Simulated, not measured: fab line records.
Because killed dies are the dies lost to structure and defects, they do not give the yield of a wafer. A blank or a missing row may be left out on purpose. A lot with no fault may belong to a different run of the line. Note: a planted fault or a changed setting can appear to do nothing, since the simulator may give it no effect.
A lot that was struck, set against a sound lot | flow n5_finfet | 39 steps out of a route of 1938
Sound: the wafers L564.1, L564.3, L564.6. Struck: wafer L576.6. (L576.2 of the same lot was not struck and is left out.) The cause comes at the end.
At each step with rows: each side's tool, then ch and its chambers, then its first start. Under that, the readings that differ: sound wafers | struck wafers | difference of the means | sigmas: that difference in standard deviations of wafers without a fault.
alike: words and numbers the same on both sides, and readings whose means are apart by under 2 such deviations; not compared: readings that were withheld, readings missing a value for some wafer, numbers with overlapping values and no deviation given by the record, and bounds like >300 which may hide the same value.
A row with sigmas, a row that says differs or no value, or rows on one side alone: a step with any of these is where the two part. Non-overlapping numbers with no deviation appear without sigmas and do not part them. Lack of a reading on every wafer of one side parts them only where that side has two or more wafers.

first, 9 steps without rows for these wafers: N5_BEOL_M13_SOFTBAKE_23 (time 60 s); N5_BEOL_M13_EXPOSE_25 (exposes mask M13, target cd 210 nm); N5_BEOL_M13_PEB_26 (peb time 90 s); N5_BEOL_M13_DEVELOP_27 (develop time 45 s); N5_BEOL_M13_HARDBAKE_32 (time 120 s); N5_BEOL_M13_DESCUM_33 (chemistry O2, time 7.9 s); N5_BEOL_M13_ETCH_67 (etches SiARC in CF4, target depth 143 nm, time 238.3 s); N5_BEOL_M13_ETCH_68 (etches SOC in N2/H2, time 355 s); N5_BEOL_M13_STRIP_69 (strips in N2/H2).
N5_BEOL_M13_TRENCH_ETCH_34: etches SiOC in C4F8/O2/Ar, target depth 413.47 nm, time 162.6 s.
  sound on rie_diel-02 ch 1,2, day 12 19:05; struck on rie_diel-02 ch 1, day 16 05:22
  reading                  | sound           | struck | difference | sigmas
  model.etch.depth_nm (nm) | 416 426.8 424.2 | 611.4  | +189.1     |
  alike: drypump_motor_current_A, oes_product_au, rf_vpp_V, showerhead_plenum_p_Torr, throttle_valve_pct
  not compared: rf_hours_counter_h
then, 1 step without rows for these wafers: N5_BEOL_M13_STRIP_70 (strips in C4F8/O2/Ar).
N5_BEOL_M13_OCD_MEAS_35:
  sound on ocd-01, day 12 19:16; struck on ocd-02, day 16 05:32
  reading              | sound       | struck | difference | sigmas
  trench_depth_nm (nm) | 417 427 424 | 611    | +188       | +36
then, 11 steps without rows for these wafers: N5_BEOL_M13_STRIP_37 (strips in N2/H2); N5_BEOL_M13_ETCH_38 (etches SiCN in CF4/N2, target depth 67.5 nm, time 71.9 s); N5_BEOL_M13_PRECLEAN_39 (cleans in residue remover, time 60 s); N5_BEOL_M13_SRD_40 (time 30 s, dry time 30 s); N5_BEOL_M13_DEGAS_41 (time 60 s); N5_BEOL_M13_PRE_CLEAN_42 (time 30 s); N5_BEOL_M13_SPUTTER_43 (material TaN, target thk 15 nm, time 24.19 s); N5_BEOL_M13_SPUTTER_44 (material Ta, target thk 10 nm, time 16.13 s); N5_BEOL_M13_SPUTTER_45 (material Cu, target thk 80 nm, time 13.33 s); N5_BEOL_M13_ECD_47 (material Cu, target thk 936 nm); N5_BEOL_M13_ANNEAL_48 (time 90 s).
N5_BEOL_M13_CMP_49: polishes, stops on SiOC, t overpolish 17.1 s, target thk 420 nm.
  sound on cmp-02 ch 0,2, day 12 21:16; struck on cmp-01 ch 1, day 16 08:51
  reading                                 | sound           | struck | difference | sigmas
  model.Cu_of_BEOL_M13_ECD_47.thk_nm (nm) | 422.8 434 430.8 | 617.8  | +188.6     |
  alike: barrier_field_endpoint_s, head_pressure_psi, motor_current_A, overpolish_run_s
N5_BEOL_M13_THK_MEAS_50: measures by xrf.
  sound on film_metro-02, day 12 21:33; struck on film_metro-02, day 16 09:09
  reading      | sound       | struck | difference | sigmas
  M13_THK (nm) | 417 427 425 | 619    | +196       | +30
then, 2 steps without rows for these wafers: N5_BEOL_M13_PRE_CLEAN_52 (time 15 s); N5_BEOL_M13_DEP_53 (deposits SiCN from 3MS/NH3, target thk 50 nm, time 17.8 s).
N5_BEOL_M13_RS_MEAS_54: the measuring method here is four-point-probe.
  sound on film_metro-01, day 12 21:41; struck on film_metro-02, day 16 09:16
  reading         | sound                | struck | difference | sigmas
  M13_RS (ohm/sq) | 0.0447 0.0433 0.0438 | 0.0302 | -0.0137    | -24
then, 9 steps without rows for these wafers: N5_BEOL_M14_ILD_DEP_00 (deposits SiO2 from TEOS/O2, target thk 1119.3 nm, time 237.4 s); N5_BEOL_M14_COAT_58 (time 60 s, resist thk 89 nm); N5_BEOL_M14_COAT_04 (resist thk 800 nm); N5_BEOL_M14_EBR_06; N5_BEOL_M14_SOFTBAKE_05 (time 60 s); N5_BEOL_M14_EXPOSE_07 (exposes mask V13); N5_BEOL_M14_PEB_08 (peb time 90 s); N5_BEOL_M14_DEVELOP_09 (develop time 45 s); N5_BEOL_M14_HARDBAKE_14 (time 120 s).
N5_BEOL_M15_RC_MEAS_101:
  sound on prober-01 ch 0, day 13 10:13; struck on prober-01 ch 0, day 16 22:20
  reading                    | sound                   | struck  | difference | sigmas
  COMB_M8 (S/m)              | 4.5e-11 2.3e-11 2.9e-11 | 2.2e-11 | -1.0e-11   | -2
  SERP_M10 (ohm/um)          | 2.99 3.02 2.96          | 3.15    | +0.16      | +3
  SERP_M13 (ohm/um)          | 0.303 0.294 0.295       | 0.205   | -0.092     | -17
  SERP_M13_max_site (ohm/um) | 0.307 0.296 0.297       | 0.209   | -0.091     | -16
  alike: COMB_M10, COMB_M11, COMB_M12, COMB_M14, COMB_M15, COMB_M5, COMB_M6, COMB_M7, COMB_M9, SERP_M11, SERP_M12, SERP_M14, SERP_M5, SERP_M6, SERP_M7, SERP_M7_max_site, SERP_M8, SERP_M9
N5_PASSIVATION_PROBE_49:
  sound on prober-02, day 13 23:13; struck on prober-01, day 17 16:52
  reading         | sound    | struck | difference | sigmas
  killed_at_M4_up | 33 18 18 | 4      | -19        | -4
  killed_at_other | 2 13 6   | 1      | -6         | -2
  alike: defect_limited_yield, killed_at_M0_to_M3, killed_at_contacts, killed_at_front_end, killed_dies, killed_open, killed_short, sort_bin_5_function, sort_bin_6_memory, sort_n_pass, sort_yield_pct

== WHERE THEY PART ==
Last at N5_PASSIVATION_PROBE_49 as far as this record goes, first at N5_BEOL_M13_OCD_MEAS_35.

WHY: the cause the simulator had injected
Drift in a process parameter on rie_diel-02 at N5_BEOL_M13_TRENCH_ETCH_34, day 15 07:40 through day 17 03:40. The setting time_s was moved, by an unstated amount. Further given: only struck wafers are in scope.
